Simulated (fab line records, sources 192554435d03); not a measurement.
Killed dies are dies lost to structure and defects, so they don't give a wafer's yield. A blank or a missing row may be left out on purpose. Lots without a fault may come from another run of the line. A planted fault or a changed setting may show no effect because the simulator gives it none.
fab line records | flow n5_finfet
record lots=11 wafers=33 last_day=17
route steps=1938 shown BEOL_M9@1448
lots that met no fault: from a run of the same line without faults
start_h: hours from the record's first day to the start of the lot's first wafer shown | wait_h: hours since the lot's step before | " the same as in the row above | L1.1+2: a row that stands for several wafers | - no value, or no start given | * or withheld: withheld | < > ~ a bound
route shown NAME@n: a module of which the file shows steps, and the number in the route of the first | usual: mean/standard deviation of fault-free wafers | same: alike in all rows | chamber/n: place in a boat | sites: the reading at each site | _std_site: their standard deviation | _edge_site: outer sites' mean less inner sites' | radius_mm: how far each site lies from the wafer's centre | mask NAME#n: copy n | behind: the tool/chamber that last shaped the wafer | hold: why the lot was held/for how many hours/how that ended | device: the transistor (n, p or np) that didn't switch | end of line: the same wafers' tests at the end of the route | a step without rows: its recipe alone | killed: dies lost to structure and defects at the first sort, not the wafer's yield | map: a wafer's dies, x killed, . not, _ none there
set.NAME: the setting as run; set.NAME@STEP: as run at that earlier step | model.NAME: the simulator's own value behind a step, which no gauge read
steps of the route over a sample of lots; a table a step, a row a wafer
services: from which hour (start_h, from the record's first day; less than 0 if before it) a tool's chamber was out of use, for how many hours, and why
## steps
# step N5_BEOL_M9_STRIP_80
# recipe chemistry=N2/H2 time_s=10 power_w=450 temp_c=40 pressure_mtorr=20 rf_frequency_hz=6e+07 bias_power_w=7 n2_flow_sccm=200 h2_flow_sccm=200
# usual drypump_motor_current_A=5.8/0.38 oes_product_au=0.81/0.075 rf_vpp_V=59.2/1 showerhead_plenum_p_Torr=2.56/0.084 throttle_valve_pct=23.63/0.25
# columns lot.wafer tool chamber start_h wait_h drypump_motor_current_A oes_product_au rf_hours_counter_h rf_vpp_V showerhead_plenum_p_Torr throttle_valve_pct
L521.2 rie_diel-04 0 - - 5.1 0.74 167 58.4 2.51 23.33
L521.3 " 1 " " 5.9 0.84 61 58.6 2.69 23.76
L521.5 " 1 " " 5.8 0.84 - 59.9 2.69 23.76
L524.1 rie_diel-05 3 - - 6.2 0.71 239 60.9 2.60 23.69
L524.2 " 0 " " 5.9 0.91 25 57.1 2.59 23.81
L524.3 " 2 " " 5.3 0.78 124 58.7 2.57 23.93
L525.2 rie_diel-04 0 - - 5.1 0.75 174 59.0 2.51 23.34
L525.3 " 3 " " 5.7 0.91 15 58.3 2.69 23.35
L525.6 " 3 " " 5.7 0.91 - 60.3 2.69 23.35
L526.1 rie_diel-04 0 - - 5.1 0.75 176 59.8 2.51 23.33
L526.4 " 3 " " 5.7 0.90 18 58.8 2.69 23.35
L526.5 " 2 " " 5.6 0.88 - 59.0 2.69 23.05
L531.2 rie_diel-01 1 - - 6.3 0.80 97 58.9 2.46 23.66
L531.3 " 0 " " 6.1 0.72 213 60.2 2.62 23.69
L531.6 " 0 " " 6.1 0.71 - 61.0 2.61 23.67
L535.1 rie_diel-05 0 - - 5.9 0.88 46 58.1 2.59 23.85
L535.4 " 1 " " 6.1 0.75 - 58.5 2.43 23.65
L535.5 " 0 " " 5.9 0.87 - 59.2 2.59 23.85
L536.1 rie_diel-05 1 - - 6.1 0.75 151 57.9 2.43 23.66
L536.2 " 0 " " 5.9 0.87 51 59.4 2.58 23.85
L536.6 " 3 " " 6.3 1.01 - 56.5 2.60 23.35
L539.1 rie_diel-04 3 - - 5.7 0.86 45 60.1 2.67 23.38
L539.2 " 0 " " 5.1 0.73 202 58.6 2.50 23.35
L539.5 " 2 " " 5.6 0.85 - 59.1 2.68 23.07
L541.1 rie_diel-01 0 - - 6.1 0.71 229 61.3 2.61 23.69
L541.2 " 3 " " 6.0 0.74 200 58.9 2.51 23.27
L541.4 " 0 " " 6.1 0.71 - 58.0 2.61 23.71
L543.2 rie_diel-05 2 - - 5.3 0.75 162 60.0 2.55 23.98
L543.5 " 0 " " 5.9 0.84 - 58.3 2.58 23.88
L543.6 " 3 " " 6.2 0.95 - 60.7 2.59 23.36
L544.1 rie_diel-05 0 - - 5.9 0.85 66 57.9 2.58 23.89
L544.4 " 2 " " 5.3 0.74 162 59.3 2.55 23.99
L544.6 " 3 " " 6.2 0.93 - 60.6 2.59 23.35
# step N5_BEOL_M9_OCD_MEAS_38
# usual trench_depth_nm=151.8/2.7
# columns lot.wafer tool chamber start_h wait_h trench_depth_nm
L521.2 ocd-02 - 215.71 - 156.1
L521.3 " - " " 153.9
L521.5 " - " " 155.6
L524.1 ocd-02 - 233.12 - 151.1
L524.2 " - " " 148.2
L524.3 " - " " 153.4
L525.2 ocd-01 - 236.25 - 155.9
L525.3 " - " " 157.4
L525.6 " - " " 158.0
L526.1 ocd-01 - 245.48 - 154.3
L526.4 " - " " 156.9
L526.5 " - " " 154.7
L531.2 ocd-02 - 277.21 - 151.2
L531.3 " - " " 150.3
L531.6 " - " " 151.4
L535.1 ocd-02 - 296.12 - 149.9
L535.4 " - " " 151.0
L535.5 " - " " 148.5
L536.1 ocd-01 - 308.81 - 148.5
L536.2 " - " " 147.0
L536.6 " - " " 149.5
L539.1 ocd-01 - 332.34 - 153.9
L539.2 " - " " 150.8
L539.5 " - " " 154.8
L541.1 ocd-02 - 332.53 - 152.1
L541.2 " - " " 150.8
L541.4 " - " " 152.7
L543.2 ocd-02 - 353.47 - 151.7
L543.5 " - " " 146.5
L543.6 " - " " 154.4
L544.1 ocd-01 - 353.89 - 146.3
L544.4 " - " " 151.9
L544.6 " - " " 153.7
# step N5_BEOL_M9_CURE_72
# recipe temp_c=370 time_s=120 ambient=DMADMS/He material=SiCOH_lowk
# usual lamp_power_pct=52.30/0.048 wafer_temp_C_max=372.0/0.62
# columns lot.wafer tool chamber start_h wait_h lamp_power_pct wafer_temp_C_max
L521.2 uv_cure-03 0 215.96 0.1 52.27 373.3
L521.3 " 0 " " 52.28 373.2
L521.5 " 0 " " 52.37 373.9
L524.1 uv_cure-01 1 234.05 0.8 52.31 371.5
L524.2 " 1 " " 52.26 371.6
L524.3 " 1 " " 52.27 371.3
L525.2 uv_cure-03 0 236.49 0.1 52.37 373.1
L525.3 " 0 " " 52.25 372.3
L525.6 " 0 " " 52.28 372.8
L526.1 uv_cure-03 1 245.67 0.0 52.25 371.0
L526.4 " 1 " " 52.28 372.0
L526.5 " 1 " " 52.26 371.6
L531.2 uv_cure-01 2 277.46 0.1 52.28 371.8
L531.3 " 2 " " 52.31 371.6
L531.6 " 2 " " 52.32 372.1
L535.1 uv_cure-02 2 296.76 0.5 52.24 371.1
L535.4 " 2 " " 52.25 372.2
L535.5 " 2 " " 52.39 371.9
L536.1 uv_cure-01 1 309.00 0.0 52.28 372.2
L536.2 " 1 " " 52.38 371.5
L536.6 " 1 " " 52.28 371.5
L539.1 uv_cure-01 2 332.53 0.0 52.36 371.6
L539.2 " 2 " " 52.32 372.0
L539.5 " 2 " " 52.31 371.9
L541.1 uv_cure-02 1 332.73 0.0 52.36 371.7
L541.2 " 1 " " 52.30 371.7
L541.4 " 1 " " 52.28 372.1
L543.2 uv_cure-01 2 353.71 0.1 52.31 372.0
L543.5 " 2 " " 52.24 372.4
L543.6 " 2 " " 52.30 371.9
L544.1 uv_cure-02 1 354.09 0.0 52.30 371.8
L544.4 " 1 " " 52.35 371.7
L544.6 " 1 " " 52.40 372.3
# step N5_BEOL_M9_ALD_74
# recipe material=TaN target_thk_a=20 temp_c=275 ald_precursor_family=PDMAT ald_co_reactant=NH3 pressure_torr=3 carrier_flow_sccm=1500 pulse_time_s=2 purge_time_s=3 co_reactant_purge_time_s=2 co_reactant_pulse_time_s=3 ald_cycles=40 precursor_vessel_temp_c=75 precursor_vessel_pressure_torr=26.25 precursor_vessel_carrier_sccm=1000
# usual ald_cycles=40/0 heater_power_w=421/41
# same purge_time_s=3
# columns lot.wafer tool chamber start_h wait_h ald_cycles heater_power_w
L521.2 ald_metal-02 0 216.58 0.0 40 510
L521.3 " 2 " " 40 418
L521.5 " 1 " " 40 354
L524.1 ald_metal-01 3 235.93 0.0 40 379
L524.2 " 0 " " 40 446
L524.3 " 1 " " 40 420
L525.2 ald_metal-02 3 237.14 0.2 40 410
L525.3 " 2 " " 40 420
L525.6 " 0 " " 40 502
L526.1 ald_metal-02 2 246.15 0.0 40 427
L526.4 " 3 " " 40 408
L526.5 " 2 " " 40 422
L531.2 ald_metal-02 0 278.15 0.1 52 500
L531.3 " 2 " " 40 422
L531.6 " 0 " " 52 517
L535.1 ald_metal-02 0 297.24 0.0 52 513
L535.4 " 1 " " 40 360
L535.5 " 2 " " 40 419
L536.1 ald_metal-01 0 309.74 0.0 40 443
L536.2 " 2 " " 40 427
L536.6 " 0 " " 40 444
L539.1 ald_metal-01 3 332.98 0.0 40 380
L539.2 " 1 " " 40 418
L539.5 " 3 " " 40 377
L541.1 ald_metal-01 2 333.24 0.1 40 426
L541.2 " 1 " " 40 420
L541.4 " 0 " " 40 440
L543.2 ald_metal-02 0 354.37 0.1 40 512
L543.5 " 2 " " 40 415
L543.6 " 1 " " 40 341
L544.1 ald_metal-04 0 354.69 0.0 40 488
L544.4 " 2 " " 40 391
L544.6 " 0 " " 40 480
## services
# columns tool chamber start_h hours kind
rie_diel-04 0 202.29 6.5 repair
ald_metal-01 - 202.60 1.7 repair
rie_diel-05 2 205.97 1.6 repair
ald_metal-01 2 210.73 4.0 repair
rie_diel-05 - 216.89 0.8 repair
uv_cure-01 - 222.97 2.1 pm
uv_cure-02 - 232.28 6.0 pm
rie_diel-04 2 233.69 4.1 repair
ald_metal-01 2 242.19 2.9 repair
ald_metal-04 - 242.66 2.8 pm
uv_cure-03 - 247.32 129.3 repair
rie_diel-04 2 252.40 19.3 repair
rie_diel-05 3 276.30 - clean
rie_diel-05 3 276.30 - consumable_replace:focus_ring
rie_diel-05 3 276.30 31.9 scheduled_down
rie_diel-05 3 276.30 31.9 vent_cycle
uv_cure-01 - 288.41 7.5 pm
ald_metal-02 1 330.25 8.2 repair
rie_diel-01 2 332.04 7.0 repair
ald_metal-02 3 342.40 6.3 repair
rie_diel-04 0 346.38 11.2 repair
## key
first_sign step=N5_BEOL_M9_ALD_74 reading=ald_cycles direction=up sigmas=99+ usual=* struck=*
effect none on later readings
met_at N5_BEOL_M9_ALD_74
struck_lots L531,L535
struck_wafers L531.2,L531.6,L535.1
not_acting_at N5_BEOL_M9_STRIP_80,N5_BEOL_M9_OCD_MEAS_38,N5_BEOL_M9_CURE_72
onset_between 237.14 278.15
fault kind=process_parameter_drift tool=ald_metal-02 chamber=0 onset_h=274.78 steps=N5_BEOL_M9_ALD_74 channel=ald_cycles offset=* shape=step end_h=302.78 acts_in=* stated=*
